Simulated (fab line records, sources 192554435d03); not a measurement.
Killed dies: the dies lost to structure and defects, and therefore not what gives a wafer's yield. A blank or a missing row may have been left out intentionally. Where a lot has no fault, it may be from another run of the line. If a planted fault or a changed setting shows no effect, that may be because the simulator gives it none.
Lot-split experiment / flow n5Finfet / on a route of 1938 steps: 7 lots, 21 wafers read

== SPLIT DETAILS ==
At N5_SDB_COAT_05 (resist thk 90 nm), the setting spinRpm was moved away from the recipe's 1500 rpm on 5 of the 21 wafers read, by -9.5% to +7.9%. All remaining wafers had this setting at the recipe value.

Reading taken at the split's own step.

== THE READING ==
CAR-ArF_of_SDB_COAT_05.thkNm (the simulator's own value, which no gauge read), in nm, at N5_SDB_COAT_05 (resist thk 90 nm). There is no usual value for it anywhere in the file. The 16 wafers here that ran the recipe average 90.0 nm, standard deviation 0.26 nm.

wafer=L077.2; tool, chamber at the split=lithoTrack-02, 0; spinRpm as run, rpm=1500; against the recipe=recipe; CAR-ArF_of_SDB_COAT_05.thkNm, nm=90.4; against lot-mates on the recipe=-
wafer=L077.4; tool, chamber at the split=lithoTrack-02, 0; spinRpm as run, rpm=1409; against the recipe=-6.1%; CAR-ArF_of_SDB_COAT_05.thkNm, nm=93.4; against lot-mates on the recipe=+2.9
wafer=L077.6; tool, chamber at the split=lithoTrack-02, 0; spinRpm as run, rpm=1500; against the recipe=recipe; CAR-ArF_of_SDB_COAT_05.thkNm, nm=90.6; against lot-mates on the recipe=-
wafer=L084.2; tool, chamber at the split=lithoTrack-04, 0; spinRpm as run, rpm=1500; against the recipe=recipe; CAR-ArF_of_SDB_COAT_05.thkNm, nm=90.2; against lot-mates on the recipe=-
wafer=L084.3; tool, chamber at the split=lithoTrack-04, 0; spinRpm as run, rpm=1500; against the recipe=recipe; CAR-ArF_of_SDB_COAT_05.thkNm, nm=89.6; against lot-mates on the recipe=-
wafer=L084.5; tool, chamber at the split=lithoTrack-04, 0; spinRpm as run, rpm=1357; against the recipe=-9.5%; CAR-ArF_of_SDB_COAT_05.thkNm, nm=94.2; against lot-mates on the recipe=+4.3
wafer=L089.1; tool, chamber at the split=lithoTrack-02, 0; spinRpm as run, rpm=1500; against the recipe=recipe; CAR-ArF_of_SDB_COAT_05.thkNm, nm=90.2; against lot-mates on the recipe=-
wafer=L089.6; tool, chamber at the split=lithoTrack-02, 0; spinRpm as run, rpm=1500; against the recipe=recipe; CAR-ArF_of_SDB_COAT_05.thkNm, nm=90.2; against lot-mates on the recipe=-
wafer=L089.4; tool, chamber at the split=lithoTrack-02, 0; spinRpm as run, rpm=1500; against the recipe=recipe; CAR-ArF_of_SDB_COAT_05.thkNm, nm=90; against lot-mates on the recipe=-
wafer=L090.4; tool, chamber at the split=lithoTrack-05, 0; spinRpm as run, rpm=1500; against the recipe=recipe; CAR-ArF_of_SDB_COAT_05.thkNm, nm=90; against lot-mates on the recipe=-
wafer=L090.5; tool, chamber at the split=lithoTrack-05, 0; spinRpm as run, rpm=1500; against the recipe=recipe; CAR-ArF_of_SDB_COAT_05.thkNm, nm=90; against lot-mates on the recipe=-
wafer=L090.6; tool, chamber at the split=lithoTrack-05, 0; spinRpm as run, rpm=1500; against the recipe=recipe; CAR-ArF_of_SDB_COAT_05.thkNm, nm=90; against lot-mates on the recipe=-
wafer=L093.1; tool, chamber at the split=lithoTrack-05, 0; spinRpm as run, rpm=1619; against the recipe=+7.9%; CAR-ArF_of_SDB_COAT_05.thkNm, nm=87; against lot-mates on the recipe=-3.0
wafer=L093.3; tool, chamber at the split=lithoTrack-05, 0; spinRpm as run, rpm=1619; against the recipe=+7.9%; CAR-ArF_of_SDB_COAT_05.thkNm, nm=86.8; against lot-mates on the recipe=-3.2
wafer=L093.6; tool, chamber at the split=lithoTrack-05, 0; spinRpm as run, rpm=1500; against the recipe=recipe; CAR-ArF_of_SDB_COAT_05.thkNm, nm=90; against lot-mates on the recipe=-
wafer=L092.1; tool, chamber at the split=lithoTrack-05, 0; spinRpm as run, rpm=1500; against the recipe=recipe; CAR-ArF_of_SDB_COAT_05.thkNm, nm=89.8; against lot-mates on the recipe=-
wafer=L092.3; tool, chamber at the split=lithoTrack-05, 0; spinRpm as run, rpm=1500; against the recipe=recipe; CAR-ArF_of_SDB_COAT_05.thkNm, nm=89.8; against lot-mates on the recipe=-
wafer=L092.4; tool, chamber at the split=lithoTrack-05, 0; spinRpm as run, rpm=1500; against the recipe=recipe; CAR-ArF_of_SDB_COAT_05.thkNm, nm=89.8; against lot-mates on the recipe=-
wafer=L096.2; tool, chamber at the split=lithoTrack-05, 0; spinRpm as run, rpm=1500; against the recipe=recipe; CAR-ArF_of_SDB_COAT_05.thkNm, nm=90; against lot-mates on the recipe=-
wafer=L096.3; tool, chamber at the split=lithoTrack-05, 0; spinRpm as run, rpm=1556; against the recipe=+3.7%; CAR-ArF_of_SDB_COAT_05.thkNm, nm=88.4; against lot-mates on the recipe=-1.4
wafer=L096.6; tool, chamber at the split=lithoTrack-05, 0; spinRpm as run, rpm=1500; against the recipe=recipe; CAR-ArF_of_SDB_COAT_05.thkNm, nm=89.6; against lot-mates on the recipe=-

THE FIT
A straight line over all 21 wafers: CAR-ArF_of_SDB_COAT_05.thkNm changes by -0.434 nm for each +1% of spinRpm; r = -0.98; the points scatter about the line by 0.31 nm.
The same after taking each lot's own level away (the mean of its wafers on the recipe; 21 wafers): -0.423 nm for each +1%; r = -0.99; scatter 0.18 nm.
The reading moves by 4 nm for the largest change in spinRpm, on that fit.
From 89.80 to 90.50 nm: that is the span of the lots' own levels, equal to 2.7 times the standard deviation above.
Hence the lot-to-lot level has little effect on the slope; both slopes agree.
Check: with one of the wafers moved furthest among these (-9.5%) left out of the fit, the line predicts +3.96 nm for it against its lot-mates. It came out at +4.3 nm against them.

== FILE'S OWN FIT ==
CAR-ArF_of_SDB_COAT_05.thkNm changes by -0.432 nm for each +1% of spinRpm, r = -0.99.
